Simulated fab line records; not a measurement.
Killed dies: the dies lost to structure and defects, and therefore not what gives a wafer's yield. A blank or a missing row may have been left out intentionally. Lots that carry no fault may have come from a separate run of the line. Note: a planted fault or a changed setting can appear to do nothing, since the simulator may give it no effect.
A struck lot beside a sound one	flow n5Finfet	16 steps out of a route of 1938
Sound: the wafers L433.2, L433.3, L433.5. The struck wafers were L451.3, L451.4, L451.6. The cause is named last.
Each step with rows lists, per side, the tool, then ch with its chambers, then its first start. Under that, the readings that differ: sound wafers	struck wafers	difference of the means	sigmas: that difference in standard deviations of wafers without a fault.
alike: a reading whose means differ by less than 2 such deviations, as well as words and numbers matching on both sides. not compared: withheld readings; readings where some wafer has no value; bounds like >300 that might hide an equal value; numbers whose values overlap and for which the record gives no deviation.
A row with sigmas, a row that says differs or no value, or rows on one side alone: a step with any of these is where the two part. Numbers that have no deviation but don't overlap get no sigmas and don't part them. A reading missing from all wafers of one side parts the sides only when that side holds two or more wafers.

first, 4 steps without rows for these wafers: N5_BEOL_M9_SOFTBAKE_06 (time 60 s); N5_BEOL_M9_EXPOSE_08 (exposes mask M9); N5_BEOL_M9_PEB_09 (peb time 60 s); N5_BEOL_M9_DEVELOP_10 (develop time 30 s).
N5_BEOL_M9_CD_MEAS_11: target cd 64.1 nm.
  sound on cdSem-03 ch 0, day 10 00:43; struck on cdSem-02 ch 0, day 14 14:42
  alike: cdNm
N5_BEOL_M9_OVL_MEAS_12:
  sound on overlay-01 ch 0, day 10 00:44; struck on overlay-01 ch 0, day 14 14:44
  alike: M9_OVL
N5_BEOL_M9_INSPECT_13: inspects for defects (brightfield).
  sound on defectInspect-01, day 10 00:46; struck on defectInspect-01, day 14 14:45
  alike: rawDefectCount
N5_BEOL_M9_DESCUM_16: chemistry O2, time 7.9 s.
  sound on rieDiel-03 ch 1,2,3, day 10 00:48; struck on rieDiel-03 ch 0,2,3, day 14 14:47
  alike: drypumpMotorCurrentA, oesProductAu, rfVppV, showerheadPlenumPTorr, tempC, throttleValvePct
  not compared: rfHoursCounterH
N5_BEOL_M9_ETCH_61: etches SiARC in CF4, target depth 39 nm, time 65 s.
  sound on rieDiel-03 ch 1,2,3, day 10 00:50; struck on rieDiel-03 ch 0,2,3, day 14 14:49
  alike: drypumpMotorCurrentA, etchRfOnTimeS, mfcArSccm, oesProductAu, rfVppV, showerheadPlenumPTorr, throttleValvePct
  not compared: rfHoursCounterH
N5_BEOL_M9_ETCH_62: etches SOC in N2/H2, target depth 110 nm, overetch 22 nm, time 165 s.
  sound on rieDiel-03 ch 1,2,3, day 10 00:53; struck on rieDiel-03 ch 0,2,3, day 14 14:52
  alike: drypumpMotorCurrentA, h2FlowSccm, oesProductAu, rfVppV, showerheadPlenumPTorr, tempC, throttleValvePct
  not compared: rfHoursCounterH
then, 1 step without rows for these wafers: N5_BEOL_M9_STRIP_68 (strips in N2/H2).
N5_BEOL_M9_STRIP_67: strips in CF4.
  sound on rieDiel-03 ch 1,2,3, day 10 01:02; struck on rieDiel-03 ch 0,2,3, day 14 15:01
  alike: drypumpMotorCurrentA, oesProductAu, rfVppV, showerheadPlenumPTorr, throttleValvePct
  not compared: rfHoursCounterH
N5_BEOL_M9_HM_OPEN_17: chemistry Cl2/BCl3, target TiN, target depth 20 nm, overetch 6 nm.
  sound on rieMetal-02 ch 0,1, day 10 01:04; struck on rieMetal-03 ch 0,1, day 14 15:05
  no value came back on the struck wafers for any of 6 readings (bcl3FlowSccm (sccm), biasW (W) and others); on the sound wafers bcl3FlowSccm (sccm) reads 21.70 21.77 21.77
reading	sound	struck	difference	sigmas
model.SOC_of_BEOL_M9_COAT_59.thkNm (nm)	91.4 92 91.6	99.8 100 99.8	+8.2	
  not compared: rfHoursCounterH
N5_BEOL_M9_STRIP_19: strips in O2.
  sound on rieDiel-05 ch 2,3, day 10 01:12; struck on rieDiel-03 ch 0,3, day 14 15:10
  alike: drypumpMotorCurrentA, oesProductAu, rfVppV, showerheadPlenumPTorr, tempC, throttleValvePct
  not compared: rfHoursCounterH
N5_BEOL_M9_CD_MEAS_18: pitch 140 nm, target cd 70 nm.
  sound on cdSem-02, day 10 01:16; struck on cdSem-02, day 14 15:14
reading	sound	struck	difference	sigmas
cdNm (nm)	70.9 70.4 70.0	- - -	no value on the struck wafers	
then, 1 step without rows for these wafers: N5_BEOL_M9_COAT_63 (time 60 s, resist thk 60 nm).

WHERE THEY PART
Last at N5_BEOL_M9_CD_MEAS_18 as far as this record goes, first at N5_BEOL_M9_HM_OPEN_17.

WHY: the cause the simulator had injected
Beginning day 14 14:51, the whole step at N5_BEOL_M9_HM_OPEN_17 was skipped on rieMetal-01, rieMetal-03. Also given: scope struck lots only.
